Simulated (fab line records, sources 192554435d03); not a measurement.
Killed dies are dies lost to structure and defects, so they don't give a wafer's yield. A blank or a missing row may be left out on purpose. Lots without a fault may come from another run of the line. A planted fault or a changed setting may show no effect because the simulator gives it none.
A struck lot beside a sound one | flow n5_finfet | 41 steps out of a route of 1938
Sound: wafers L120.1, L120.2, L120.5. Struck: wafer L132.1. (L132.3, L132.4 of the same lot were not struck and are left out.) The cause comes at the end.
At each step with rows: each side's tool, then ch and its chambers, then its first start. Under that, the readings that differ: sound wafers | struck wafers | difference of the means | sigmas: that difference in standard deviations of wafers without a fault.
alike: readings whose means differ by less than 2 such deviations, and words and numbers that are the same on both sides. not compared: withheld readings, readings that some wafer has no value for, bounds like >300 that may hide the same value, and numbers for which the record gives no deviation and whose values overlap.
The two part at a step that has a row with sigmas, a row that says differs or no value, or rows on one side only. Numbers that don't overlap but have no deviation are shown without sigmas and don't part them. A reading that every wafer of one side lacks parts them only if that side has two wafers or more.

N5_BEOL_M2_SURFACE_TREAT_85:
  sound on pvd_sputter-02, day 7 18:06; struck on pvd_sputter-02, day 10 09:32
  not compared: throttle_valve_pct
then, 9 steps without rows for these wafers: N5_BEOL_M2_CVD_47 (deposits Co from CCTBA/H2, target thk 3 nm, time 223.8 s); N5_BEOL_M2_SPUTTER_48 (material Cu, target thk 4.5 nm, time 8.29 s); N5_BEOL_M2_ANNEAL_49 (time 240 s); N5_BEOL_M2_SPUTTER_79 (material Cu, target thk 4.5 nm, time 8.29 s); N5_BEOL_M2_ANNEAL_80 (time 240 s); N5_BEOL_M2_SPUTTER_81 (material Cu, target thk 4.5 nm, time 8.29 s); N5_BEOL_M2_ANNEAL_82 (time 240 s); N5_BEOL_M2_SPUTTER_86 (material Cu, target thk 4.5 nm, time 8.29 s); N5_BEOL_M2_ANNEAL_87 (time 240 s).
N5_BEOL_M2_SPUTTER_88: material Cu, target thk 4.5 nm, time 8.29 s.
  sound on pvd_sputter-01, day 7 19:35; struck on pvd_sputter-02, day 10 10:56
  alike: chuck_sensor_temp_C, throttle_valve_pct
then, 1 step without rows for these wafers: N5_BEOL_M2_ANNEAL_89 (time 240 s).
N5_BEOL_M2_SPUTTER_90: material Cu, target thk 4.5 nm, time 8.29 s.
  sound on pvd_sputter-01, day 7 19:48; struck on pvd_sputter-02, day 10 11:10
  alike: chuck_sensor_temp_C, throttle_valve_pct
then, 5 steps without rows for these wafers: N5_BEOL_M2_ANNEAL_91 (time 240 s); N5_BEOL_M2_SPUTTER_92 (material Cu, target thk 4.5 nm, time 8.29 s); N5_BEOL_M2_ANNEAL_93 (time 240 s); N5_BEOL_M2_SPUTTER_94 (material Cu, target thk 4.5 nm, time 8.29 s); N5_BEOL_M2_ANNEAL_95 (time 240 s).
N5_BEOL_M2_SPUTTER_96: material Cu, target thk 4.5 nm, time 8.29 s.
  sound on pvd_sputter-01, day 7 20:28; struck on pvd_sputter-02, day 10 11:49
  alike: chuck_sensor_temp_C, throttle_valve_pct
then, 2 steps without rows for these wafers: N5_BEOL_M2_ECD_50 (material Cu, target thk 300 nm); N5_BEOL_M2_ANNEAL_51 (time 90 s).
N5_BEOL_M2_CMP_52: polishes, stops on SiOC, t overpolish 6.8 s, target thk 40 nm.
  sound on cmp-02 ch 2,3, day 7 21:14; struck on cmp-01 ch 1, day 10 12:19
  reading                | sound       | struck | difference | sigmas
  motor_current_A (A)    | 6.7 6.4 6.8 | 5.2    | -1.4       | -2
  time_to_endpoint_s (s) | 60 58 59    | 66     | +7         | +2
  alike: barrier_field_endpoint_s, clearing_platen_down_force_psi, overpolish_run_s
then, 4 steps without rows for these wafers: N5_BEOL_M2_PRE_CLEAN_60 (time 15 s); N5_BEOL_M2_CO_CAP_55 (material Co, precursor CCTBA/H2, target thk 2 nm, time 102.1 s); N5_BEOL_M2_PRE_CLEAN_56 (time 15 s); N5_BEOL_M2_DEP_57 (deposits SiCN from 3MS/NH3, target thk 8 nm, time 14 s).
N5_BEOL_M2_RS_MEAS_58: measures by four-point-probe.
  sound on film_metro-01, day 7 21:48; struck on film_metro-01, day 10 12:54
  reading        | sound          | struck | difference | sigmas
  M2_RS (ohm/sq) | 0.65 0.71 0.68 | 0.61   | -0.07      | -2
then, 1 step without rows for these wafers: N5_BEOL_M3_ILD_DEP_00 (deposits SiOC from DEMS/O2, target thk 79 nm, time 15.3 s).
N5_BEOL_M3_THK_MEAS_01:
  sound on film_metro-01, day 7 21:56; struck on film_metro-02, day 10 13:02
  alike: M3_ILD_THK
then, 1 step without rows for these wafers: N5_BEOL_M3_PECVD_72 (deposits SiO2 from TEOS/O2, target thk 16 nm, time 18 s).
N5_BEOL_M3_HM_DEP_02: deposits TiN, target thk 20 nm.
  sound on pvd_sputter-02, day 8 00:02; struck on pvd_sputter-03, day 10 14:37
  reading                | sound          | struck | difference | sigmas
  throttle_valve_pct (%) | 30.1 30.4 30.1 | 27.9   | -2.3       | -2
then, 9 steps without rows for these wafers: N5_BEOL_M3_COAT_61 (time 60 s, resist thk 60 nm); N5_BEOL_M3_COAT_62 (time 60 s, resist thk 12 nm); N5_BEOL_M3_COAT_73 (time 60 s, resist thk 5 nm); N5_BEOL_M3_COAT_05 (resist thk 30 nm); N5_BEOL_M3_EBR_07; N5_BEOL_M3_SOFTBAKE_06 (time 60 s); N5_BEOL_M3_EXPOSE_08 (exposes mask M3); N5_BEOL_M3_PEB_09 (peb time 60 s); N5_BEOL_M3_DEVELOP_10 (develop time 30 s).
-- the record jumps here: 5 days lie between the struck wafers' starts before and after (it left off in module BEOL_M3 and takes up again in module PASSIVATION, whose first step shown is number 1936 of the route) --
N5_PASSIVATION_PROBE_49:
  sound on prober-02, day 12 16:20; struck on prober-01, day 15 10:08
  reading                  | sound          | struck | difference | sigmas
  defect_limited_yield (%) | 91.9 92.3 89.5 | 80.2   | -11.0      | -7
  killed_at_M0_to_M3       | 50 26 42       | 178    | +139       | +14
  killed_dies              | 96 91 124      | 234    | +130       | +8
  sort_bin_5_function (%)  | 4.2 4.1 6.3    | 11.6   | +6.7       | +7
  sort_n_pass              | 1084 1089 1056 | 946    | -130       | -8
  sort_yield_pct (%)       | 91.9 92.3 89.5 | 80.2   | -11.0      | -8
  alike: killed_at_M4_up, killed_at_contacts, killed_at_front_end, killed_at_other, killed_open, killed_short, sort_bin_4_leakage, sort_bin_6_memory

WHERE THEY PART
First at N5_BEOL_M2_CMP_52; last, within this record, at N5_PASSIVATION_PROBE_49.

WHY: what the simulator had put in
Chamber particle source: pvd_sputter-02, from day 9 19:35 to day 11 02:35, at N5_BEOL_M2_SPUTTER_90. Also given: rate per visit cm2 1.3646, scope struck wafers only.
